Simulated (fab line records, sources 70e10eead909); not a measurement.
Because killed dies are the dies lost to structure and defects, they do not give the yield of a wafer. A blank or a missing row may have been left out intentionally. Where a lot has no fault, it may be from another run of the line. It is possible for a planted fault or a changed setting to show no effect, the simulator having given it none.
fab line records | flow nand-harc
record lots=4 wafers=12 last-day=32
route steps=1302 shown A_CHANNEL_HOLE_D1@460 A_CHANNEL_FILL_D1@490 END@1302
lots that met no fault: taken from a fault-free run of the same line
start-h: start of the lot's first displayed wafer, in hours after the record's first day | wait-h: hours elapsed since this lot's preceding step | " the same as in the row above | L1.1+2: several wafers, shown together as one row | - no value present, or no start provided | * or withheld: withheld | < > ~ a bound
route shown NAME@n: NAME is a module with steps in the file, n the number in the route of the first one | usual: average and standard deviation across the fault-free wafers | same: alike in all rows | chamber/n: place in a boat | sites: readings site by site | _std_site: how widely they spread, as a standard deviation | _edge_site: outer sites' mean less inner sites' | radius-mm: for every site, how far away it sits from the centre of the wafer | mask NAME#n: copy n | behind: the tool/chamber that last shaped the wafer | hold: reason for holding the lot/hours on hold/outcome of the hold | device: the n, p or np transistor that did not switch | end of line: at the end of the route, the tests of the same wafers | a step with no rows: only its recipe | killed: dies that structure and defects cost at the first sort, which is not the same as the wafer's yield | map: a wafer's dies, x killed, . not, _ none there
set.NAME: the setting that was run; set.NAME@STEP: the one run at that earlier step | model.NAME: the simulator's own value behind a step, which no gauge read
a table for each step, a row for each wafer; lots at some steps of the route
services: a tool's chamber out of use, with start hour (start-h, from the record's first day; less than 0 if before it), hours out, and reason
## steps
# step NHARC_A_CHANNEL_HOLE_D1_PEB_08
# recipe peb-temp-c=100 peb-time-s=65
# step NHARC_A_CHANNEL_HOLE_D1_DEVELOP_09
# recipe develop-time-s=35 dev-temp-c=23
# step NHARC_A_CHANNEL_HOLE_D1_DESCUM_15
# recipe time-s=3 o2-flow-sccm=200 ar-flow-sccm=0 bias-power-w=0 chemistry=O2
# step NHARC_A_CHANNEL_HOLE_D1_ETCH_38
# recipe target-depth-a=390 over-etch-frac=0.3 time-s=65 ion-energy-ev=80 cf4-flow-sccm=150 ar-flow-sccm=0 rf-w=300 bias-w=100 chemistry=CF4
# step NHARC_A_CHANNEL_HOLE_D1_ETCH_39
# recipe target-depth-a=2600 over-etch-frac=0.3 time-s=325 ion-energy-ev=200 n2-flow-sccm=150 h2-flow-sccm=150 ar-flow-sccm=0 rf-w=400 bias-w=150 chemistry=N2/H2
# step NHARC_A_CHANNEL_HOLE_D1_ETCH_34
# recipe target-depth-a=1540 time-s=77 cf4-flow-sccm=100 chf3-flow-sccm=30 ar-flow-sccm=0 rf-w=500 bias-w=200 chemistry=CF4/CHF3
# step NHARC_A_CHANNEL_HOLE_D1_ETCH_16
# recipe target-depth-a=31000 over-etch-frac=0.3 time-s=806 ion-energy-ev=150 o2-flow-sccm=400 cos-flow-sccm=20 ar-flow-sccm=0 rf-w=500 bias-w=300 chemistry=O2/COS
# step NHARC_A_CHANNEL_HOLE_D1_ETCH_19
# recipe bias-v=1200 source-w=2500 pressure-mtorr=15 time-s=34.5 ar-flow-sccm=375 c4f8-flow-sccm=28.8 o2-flow-sccm=96.2 temp-c=-20 target-depth-a=* chemistry=C4F8/O2/Ar
# step NHARC_A_CHANNEL_HOLE_D1_ETCH_20
# recipe bias-v=3000 source-w=withheld pressure-mtorr=20 time-s=361.9 ar-flow-sccm=375 c4f8-flow-sccm=89.3 o2-flow-sccm=35.7 temp-c=-20 target-depth-a=16000 chemistry=C4F8/O2/Ar
# usual chamber-pressure-mTorr=19.997/0.016 drypump-motor-current-A=5.4/0.61 he-backside-leak-sccm=6.0/0.88 showerhead-plenum-p-Torr=3.68/0.065 throttle-valve-pct=32.155/0.0097
# columns lot.wafer tool chamber start-h wait-h chamber-pressure-mTorr drypump-motor-current-A he-backside-leak-sccm rf-hours-counter-h showerhead-plenum-p-Torr throttle-valve-pct
L902.1 har-etch-01 1 189.91 0.1 20.001 5.4 5.3 88 3.73 32.149
L902.6 " 1 " " 19.983 5.4 5.1 - 3.73 32.155
L902.5 " 0 " " 20.022 4.7 5.2 - 3.73 32.155
L917.1 har-etch-02 1 341.85 0.1 20.010 5.2 7.4 367 3.73 32.143
L917.4 " 0 " " 19.978 6.4 6.3 - 3.58 32.172
L917.5 " 0 " " 20.009 6.4 6.3 - 3.58 32.151
L920.1 har-etch-01 1 366.45 0.1 19.979 5.4 5.8 198 3.67 32.145
L920.4 " 0 " " 20.009 4.7 5.5 - 3.67 32.159
L920.6 " 0 " " 19.990 4.7 5.5 - 3.67 32.149
L921.2 har-etch-01 1 382.42 0.1 20.009 5.5 5.7 206 3.67 32.161
L921.4 " 0 " " 19.967 4.7 5.6 - 3.67 32.153
L921.5 " 0 " " 20.020 4.8 5.4 - 3.67 32.153
# step NHARC_A_CHANNEL_HOLE_D1_ETCH_21
# recipe bias-v=3000 source-w=withheld pressure-mtorr=20 time-s=514.3 ar-flow-sccm=375 c4f8-flow-sccm=89.3 o2-flow-sccm=35.7 temp-c=-20 target-depth-a=16000 chemistry=C4F8/O2/Ar
# step NHARC_A_CHANNEL_HOLE_D1_ETCH_22
# recipe bias-v=3000 source-w=withheld pressure-mtorr=20 time-s=666.7 ar-flow-sccm=375 c4f8-flow-sccm=89.3 o2-flow-sccm=35.7 temp-c=-20 target-depth-a=16000 chemistry=C4F8/O2/Ar
# step NHARC_A_CHANNEL_HOLE_D1_ETCH_23
# recipe bias-v=5000 source-w=withheld pressure-mtorr=20 time-s=819 ar-flow-sccm=375 c4f8-flow-sccm=89.3 o2-flow-sccm=35.7 temp-c=-20 target-depth-a=16000 chemistry=C4F8/O2/Ar
# step NHARC_A_CHANNEL_HOLE_D1_ETCH_24
# recipe bias-v=5000 source-w=withheld pressure-mtorr=20 time-s=906.2 ar-flow-sccm=375 c4f8-flow-sccm=93.8 o2-flow-sccm=31.2 temp-c=-20 target-depth-a=15000 chemistry=C4F8/O2/Ar
# step NHARC_A_CHANNEL_HOLE_D1_ETCH_25
# recipe bias-v=5000 source-w=withheld pressure-mtorr=20 time-s=1040.2 ar-flow-sccm=375 c4f8-flow-sccm=93.8 o2-flow-sccm=31.2 temp-c=-20 target-depth-a=15000 chemistry=C4F8/O2/Ar
# step NHARC_A_CHANNEL_HOLE_D1_ETCH_26
# recipe bias-v=300 source-w=2000 pressure-mtorr=30 time-s=224.1 ar-flow-sccm=375 c4f8-flow-sccm=11.4 o2-flow-sccm=113.6 temp-c=-20 target-depth-a=3000 chemistry=C4F8/O2/Ar
# step NHARC_A_CHANNEL_HOLE_D1_ETCH_33
# recipe bias-v=400 source-w=2000 pressure-mtorr=25 time-s=90 ar-flow-sccm=375 c4f8-flow-sccm=41.7 o2-flow-sccm=83.3 temp-c=-20 target-depth-a=4000 chemistry=C4F8/O2/Ar
# step NHARC_A_CHANNEL_HOLE_D1_STRIP_41
# recipe n2-flow-sccm=150 h2-flow-sccm=150 ar-flow-sccm=0 bias-w=0 chemistry=N2/H2
# step NHARC_A_CHANNEL_HOLE_D1_STRIP_42
# recipe cf4-flow-sccm=100 chf3-flow-sccm=30 ar-flow-sccm=0 bias-w=0 chemistry=CF4/CHF3
# step NHARC_A_CHANNEL_HOLE_D1_STRIP_43
# recipe o2-flow-sccm=400 cos-flow-sccm=20 ar-flow-sccm=0 bias-w=0 chemistry=O2/COS
# step NHARC_A_CHANNEL_HOLE_D1_ETCH_44
# recipe target-depth-a=1400 overetch-a=140 time-s=77 ion-energy-ev=100 cf4-flow-sccm=80 o2-flow-sccm=20 ar-flow-sccm=0 rf-w=300 bias-w=100 chemistry=CF4/O2
# step NHARC_A_CHANNEL_HOLE_D1_STRIP_27
# recipe o2-flow-sccm=500 ar-flow-sccm=0 bias-w=0 chemistry=O2
# step NHARC_A_CHANNEL_HOLE_D1_PRECLEAN_28
# recipe time-s=* temp-c=50 bath-age-min=0 chemistry=SC1
# step NHARC_A_CHANNEL_HOLE_D1_SRD_29
# step NHARC_A_CHANNEL_HOLE_D1_XSEM_31
# recipe landing-energy-ev=35000
# step NHARC_A_CHANNEL_HOLE_D1_INSPECT_40
# usual raw-defect-count=75/25
# columns lot.wafer tool chamber start-h wait-h raw-defect-count
L902.1 defect-inspect-02 - 195.66 - 41
L902.5 " - " " 51
L902.6 " - " " 53
L917.1 defect-inspect-02 - 347.41 - 92
L917.4 " - " " 88
L917.5 " - " " 97
L920.1 defect-inspect-02 - 372.01 - 869
L920.4 " - " " 862
L920.6 " - " " 906
L921.2 defect-inspect-02 - 387.97 - 924
L921.4 " - " " 896
L921.5 " - " " 848
# step NHARC_A_CHANNEL_FILL_D1_PRECLEAN_00
# recipe time-s=* temp-c=50 bath-age-min=0 chemistry=SC1
# step NHARC_END_SORT_01
# recipe temp-c=25
# usual killed-at-array=55/20 killed-at-other=0.7/0.96 killed-at-periphery=4.1/2.4 killed-dies=60/20 killed-open=3.3/1.9 killed-short=2.8/1.6
# same gross-dies=677
# columns lot.wafer tool chamber start-h wait-h killed-at-array killed-at-other killed-at-periphery killed-dies killed-open killed-short
L902.1 prober-02 0 576.87 2.5 19 1 4 24 1 1
L902.5 prober-02 0 580.10 3.7 18 2 1 21 2 1
L902.6 prober-02 0 580.91 4.0 18 1 2 21 1 2
L917.1 prober-01 0 713.46 2.5 93 2 2 97 3 6
L917.4 prober-01 0 715.86 3.4 82 2 2 86 3 3
L917.5 prober-01 0 716.67 3.7 74 3 3 80 4 5
L920.1 prober-02 0 744.27 2.5 85 1 6 92 2 3
L920.4 prober-02 0 746.66 3.4 112 0 1 113 4 2
L920.6 prober-02 0 748.26 4.0 118 0 3 121 3 3
L921.2 prober-01 0 762.57 2.8 107 0 1 108 2 4
L921.4 prober-01 0 764.17 3.4 113 1 1 115 2 4
L921.5 prober-01 0 764.97 3.7 110 0 1 111 2 1
# killed by level:class
L902.1 A_CHANNEL_HOLE_D2:chamber-film-flake=9 P_M1:chamber-film-flake=4 A_CONTACT:chamber-film-flake=4 A_CHANNEL_FILL_D2:geometric-particle:open=1 A_WL_FILL:geometric-particle:short=1 A_DECK1_JOINT:chamber-film-flake=1 A_STAIRCASE:chamber-film-flake=1 A_WL_FILL:chamber-film-flake=1
L902.5 A_CONTACT:chamber-film-flake=7 A_CONTACT:unspecified=4 A_CHANNEL_HOLE_D2:chamber-film-flake=3 A_CHANNEL_HOLE_D1:geometric-particle:open=1 A_CHANNEL_FILL_D1:geometric-particle:short=1 A_M1:geometric-particle:open=1 P_M1:chamber-film-flake=1 A_CHANNEL_HOLE_D1:chamber-film-flake=1
L902.6 A_CHANNEL_HOLE_D2:chamber-film-flake=7 A_CHANNEL_HOLE_D1:chamber-film-flake=3 A_STAIRCASE:chamber-film-flake=3 A_CONTACT:unspecified=2 P_M0:geometric-particle:short=1 A_M0:geometric-particle:short=1 A_M0:geometric-particle:open=1 P_M1:chamber-film-flake=1
L917.1 A_CHANNEL_HOLE_D1:chamber-film-flake=28 A_SLIT:chamber-film-flake=27 A_CHANNEL_HOLE_D2:chamber-film-flake=24 A_CONTACT:chamber-film-flake=3 A_BLC:chamber-film-flake=3 A_CHANNEL_FILL_D1:geometric-particle:open=2 THIN_TSV:chamber-film-flake=2 P_M1:geometric-particle:open=1
L917.4 A_CHANNEL_HOLE_D1:chamber-film-flake=26 A_SLIT:chamber-film-flake=23 A_CHANNEL_HOLE_D2:chamber-film-flake=19 A_CONTACT:chamber-film-flake=5 A_STAIRCASE:chamber-film-flake=3 THIN_TSV:chamber-film-flake=2 P_M0:geometric-particle:open=1 A_CHANNEL_FILL_D1:geometric-particle:short=1
L917.5 A_CHANNEL_HOLE_D1:chamber-film-flake=27 A_SLIT:chamber-film-flake=18 A_CHANNEL_HOLE_D2:chamber-film-flake=11 A_STAIRCASE:chamber-film-flake=5 THIN_TSV:chamber-film-flake=3 A_CONTACT:chamber-film-flake=3 P_M0:geometric-particle:open=1 A_DECK1_JOINT:geometric-particle:short=1
L920.1 A_CHANNEL_HOLE_D1:unspecified=69 A_SLIT:chamber-film-flake=7 P_GATE:chamber-film-flake=3 A_CONTACT:chamber-film-flake=2 P_M0:geometric-particle:open=1 A_CHANNEL_HOLE_D1:geometric-particle:short=1 A_CHANNEL_FILL_D2:geometric-particle:short=1 A_CONTACT:geometric-particle:open=1
L920.4 A_CHANNEL_HOLE_D1:unspecified=92 A_CONTACT:chamber-film-flake=6 A_M0:geometric-particle:open=3 A_SLIT:chamber-film-flake=2 A_CHANNEL_HOLE_D1:chamber-film-flake=2 A_STAIRCASE:chamber-film-flake=2 A_WL_FILL:chamber-film-flake=2 P_M0:geometric-particle:short=1
L920.6 A_CHANNEL_HOLE_D1:unspecified=95 A_CONTACT:chamber-film-flake=7 A_CHANNEL_HOLE_D1:chamber-film-flake=3 A_WL_FILL:chamber-film-flake=2 P_GATE:geometric-particle:open=1 A_ONON_D1:geometric-particle:short=1 A_ONON_D1:geometric-particle:open=1 A_DECK1_JOINT:geometric-particle:short=1
L921.2 A_CHANNEL_HOLE_D1:unspecified=76 A_SLIT:chamber-film-flake=10 A_CONTACT:chamber-film-flake=5 A_CHANNEL_FILL_D1:chamber-film-flake=4 A_CHANNEL_HOLE_D1:chamber-film-flake=3 A_WL_FILL:geometric-particle:short=2 A_ZERO_WELL:chamber-film-flake=2 A_SOURCE_PLATE:geometric-particle:open=1
L921.4 A_CHANNEL_HOLE_D1:unspecified=95 A_CHANNEL_HOLE_D1:chamber-film-flake=3 A_CONTACT:chamber-film-flake=3 A_CHANNEL_FILL_D1:chamber-film-flake=2 A_SLIT:chamber-film-flake=2 P_M0:geometric-particle:short=1 A_CHANNEL_HOLE_D1:geometric-particle:open=1 A_CHANNEL_FILL_D1:geometric-particle:short=1
L921.5 A_CHANNEL_HOLE_D1:unspecified=95 A_WL_FILL:chamber-film-flake=4 A_SLIT:chamber-film-flake=3 A_CONTACT:chamber-film-flake=2 A_CHANNEL_HOLE_D1:geometric-particle:open=1 A_WL_FILL:geometric-particle:short=1 A_M1:geometric-particle:open=1 P_M0:chamber-film-flake=1
# map L920.6 (x killed, . not)
____________.____________
_________......._________
_______..........._______
______.......xxx...______
_____.......xxxx.x.._____
____.....xxxxxxxxx...____
____......xxxxxxxxx..____
___........xxxxxxx....___
___.......xxxxxxxx....___
__........xxxxxxxxx....__
__........xxxxxxxxx.x..__
_.........xxxxxxxxx....._
_........xxxxxxxxxx....._
_....x...xxxxxxxxx....x._
_..........xxxxxx.xx...._
_.x..x......xx.xx.....x._
.............x...........
..............x..........
.x.......................
...................x.....
..x......................
_......................._
_.............x........._
_.............x........._
_......................._
_......................._
__.....................__
__..................xxx__
___...............x.x.___
___.................x.___
____.................____
____.........x......x____
_____..............._____
______.............______
_______.........x._______
_________......._________
____________.____________
# map L921.4 (x killed, . not)
____________x____________
_________....x.._________
_______.....xx...._______
______....x..xx.x..______
_____.......x.xx.x.._____
____......xxxxxx.....____
____.......xxxxxxxx..____
___.x....xxxxxxxxx....___
___......xxxxxxxxxx...___
__.......xxxxxxxxx.x...__
__.......xxxxxxxxxx....__
_........xxxxxxxx.x....._
_.........xxxxxxxx......_
_..........xxxxxxx......_
_.........xx.xxxxx......_
_...........xxxxx......._
.............x.x.........
.x...........x...........
.........................
.................x.......
.........................
_........x.............._
_................x......_
_......................x_
_...........x.x........._
_x......................_
__.....................__
__............x........__
___...................___
___...................___
____.........x.......____
____.................____
_____..............._____
______.............______
_______..........._______
_________......._________
____________.____________
## services
# columns tool chamber start-h hours kind
har-etch-01 - 240.63 3.7 repair
har-etch-02 1 264.98 - consumable-replace:focus-ring
har-etch-02 1 264.98 17.0 scheduled-down
har-etch-02 1 264.98 17.0 vent-cycle
har-etch-02 - 320.03 0.0 repair
har-etch-02 - 378.25 17.0 pm
har-etch-02 0 378.25 17.0 vent-cycle
har-etch-02 1 378.25 17.0 vent-cycle
## key
first-sign step=NHARC_A_CHANNEL_HOLE_D1_INSPECT_40 reading=raw-defect-count direction=up sigmas=32 usual=75 struck=884
effect step=NHARC_END_SORT_01 reading=killed-at-array direction=up sigmas=2.6 usual=55 struck=108
more-kills-born-at NHARC_A_CHANNEL_HOLE_D1_ETCH_20@har-etch-01=462
met-at NHARC_A_CHANNEL_HOLE_D1_ETCH_20
struck-wafers L920.1,L920.4,L920.6,L921.2,L921.4,L921.5
tester-left-out L920,L921
onset-between 189.91 366.45
also-fits time
fault kind=chamber-particle-source tool=har-etch-01 chamber=- onset-h=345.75 steps=NHARC_A_CHANNEL_HOLE_D1_ETCH_20 rate-per-visit-cm2=1.2423 end-h=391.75
# tester-left-out: of these lots the tester's yield and bins aren't shown, on N5 and GAA mostly nor the transistor test; their killed dies are dies lost to structure and defects alone, not to doping, threshold or leakage, so they don't give the yield
